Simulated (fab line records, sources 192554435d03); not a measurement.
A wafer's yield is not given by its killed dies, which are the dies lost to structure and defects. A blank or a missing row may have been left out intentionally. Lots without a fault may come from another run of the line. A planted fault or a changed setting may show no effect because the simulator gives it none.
Split-lot trial | flow n5 finfet | 39 wafers read across 7 lots, on a route 1938 steps long

SPLIT DETAILS
At N5_FIN_SAQP_HM_DEP_72 (deposits SiO2 from SiH4/N2O, target thk 12 nm, time 7.2 s), the setting time s was moved away from the recipe's 7.2 s on 15 of the 39 wafers read, by -13.0% to +12.9%. The other wafers ran this setting at the recipe's value.

FROM THE SPLIT TO THE READING: what the file shows between them, 4 steps
- N5_FIN_SAQP_COAT_49: time 60 s, resist thk 100 nm
- N5_FIN_SAQP_COAT_50: time 60 s, resist thk 35 nm
- N5_FIN_SAQP_ETCH_52: etches SOC in N2/H2, target depth 100 nm, overetch 20 nm, time 150 s
- N5_FIN_SAQP_STRIP_53: strips in N2/H2

THE READING
etch.depth nm (the simulator's own value, which no gauge read), in nm, at N5_FIN_SAQP_HM_OPEN_73 (chemistry CHF3/O2, target SiO2, stops on a-Si, target depth 12 nm, time 16.8 s). There is no usual value for it anywhere in the file. The 24 wafers here that ran the recipe average 11.97 nm, standard deviation 0.17 nm.

wafer  | tool, chamber at the split | time s as run, s | against the recipe | etch.depth nm, nm | against lot-mates on the recipe
L074.1 | pecvd-01, 1                | 8.127            | +12.9%             | 13.45             | +1.44
L074.2 | pecvd-01, 2                | 8.127            | +12.9%             | 13.24             | +1.23
L074.3 | pecvd-01, 0                | 7.2              | recipe             | 11.99             | -
L074.4 | pecvd-01, 0                | 7.2              | recipe             | 12.18             | -
L074.5 | pecvd-01, 2                | 7.2              | recipe             | 11.87             | -
L074.6 | pecvd-01, 1                | 8.127            | +12.9%             | 13.73             | +1.72
L075.1 | pecvd-01, 0                | 7.2              | recipe             | 11.82             | -
L075.3 | pecvd-01, 2                | 7.2              | recipe             | 11.8              | -
L075.5 | pecvd-01, 0                | 7.2              | recipe             | 12.04             | -
L079.1 | pecvd-04, 0                | 7.888            | +9.6%              | 13.11             | +1.01
L079.2 | pecvd-04, 2                | 7.2              | recipe             | 11.92             | -
L079.3 | pecvd-04, 1                | 7.888            | +9.6%              | 13.1              | +1.00
L079.4 | pecvd-04, 2                | 7.2              | recipe             | 12.18             | -
L079.5 | pecvd-04, 1                | 7.888            | +9.6%              | 13.26             | +1.16
L079.6 | pecvd-04, 0                | 7.2              | recipe             | 12.2              | -
L080.1 | pecvd-01, 0                | 7.2              | recipe             | 11.87             | -
L080.2 | pecvd-01, 2                | 7.2              | recipe             | 11.62             | -
L080.3 | pecvd-01, 1                | 6.564            | -8.8%              | 10.66             | -1.10
L080.4 | pecvd-01, 1                | 7.2              | recipe             | 11.78             | -
L080.5 | pecvd-01, 0                | 6.564            | -8.8%              | 10.99             | -0.77
L080.6 | pecvd-01, 2                | 6.564            | -8.8%              | 10.74             | -1.02
L081.1 | pecvd-03, 0                | 7.2              | recipe             | 11.83             | -
L081.2 | pecvd-03, 2                | 7.2              | recipe             | 11.81             | -
L081.3 | pecvd-03, 1                | 7.2              | recipe             | 11.8              | -
L081.4 | pecvd-03, 2,1              | 7.2              | recipe             | 12.04             | -
L081.5 | pecvd-03, 2,1              | 7.2              | recipe             | 12.04             | -
L081.6 | pecvd-03, 0                | 7.2              | recipe             | 11.94             | -
L086.1 | pecvd-01, 0                | 6.262            | -13.0%             | 10.66             | -1.59
L086.2 | pecvd-01, 2                | 6.262            | -13.0%             | 10.58             | -1.67
L086.3 | pecvd-01, 1                | 6.262            | -13.0%             | 10.33             | -1.92
L086.4 | pecvd-01, 0                | 7.2              | recipe             | 12.18             | -
L086.5 | pecvd-01, 2                | 7.2              | recipe             | 12.32             | -
L086.6 | pecvd-01, 1                | 7.2              | recipe             | 12.26             | -
L089.1 | pecvd-04, 1                | 6.869            | -4.6%              | 11.25             | -0.69
L089.2 | pecvd-04, 0                | 7.2              | recipe             | 11.95             | -
L089.3 | pecvd-04, 2                | 6.869            | -4.6%              | 11.09             | -0.85
L089.4 | pecvd-04, 2                | 7.2              | recipe             | 11.85             | -
L089.5 | pecvd-04, 0                | 6.869            | -4.6%              | 11.63             | -0.31
L089.6 | pecvd-04, 1                | 7.2              | recipe             | 12.02             | -
When a row names more than one chamber, that row covers several wafers, and the file does not tell which wafer ran in which chamber.

THE FIT
A straight line over all 39 wafers: etch.depth nm changes by +0.12 nm for each +1% of time s; r = +0.97; the points scatter about the line by 0.18 nm.
The same after taking each lot's own level away (the mean of its wafers on the recipe; 39 wafers): +0.119 nm for each +1%; r = +0.98; scatter 0.15 nm.
That fit puts the effect of the largest move of time s on the reading at 1.6 nm.
The span of the lots' own levels, 11.757 to 12.253 nm, comes to 2.8 times the standard deviation stated above.
The two slopes are in agreement: the lot-to-lot level therefore moves the slope only a little.
Check: for one of the wafers moved furthest among these (-13.0%), held out of the fit, the line's prediction against its lot-mates is -1.57 nm. Against them it came out at -1.59 nm.

THE WHOLE CHAIN: every reading that the file lists as answering this split, in the file's order
step                   | what it does                                                                   | reading                                                                            | change (the file's fit)               | r (the file's)
N5_FIN_SAQP_HM_DEP_72  | deposits SiO2 from SiH4/N2O, target thk 12 nm, time 7.2 s                      | SiO2_of_FIN_SAQP_HM_DEP_72.thk nm (the simulator's own value, which no gauge read) | +0.119 nm for each +1% of the setting | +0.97
N5_FIN_SAQP_HM_OPEN_73 | chemistry CHF3/O2, target SiO2, stops on a-Si, target depth 12 nm, time 16.8 s | etch.depth nm (the simulator's own value, which no gauge read)                     | +0.119 nm for each +1% of the setting | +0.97

FILE'S OWN FIT
etch.depth nm changes by +0.119 nm for each +1% of time s, r = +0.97.
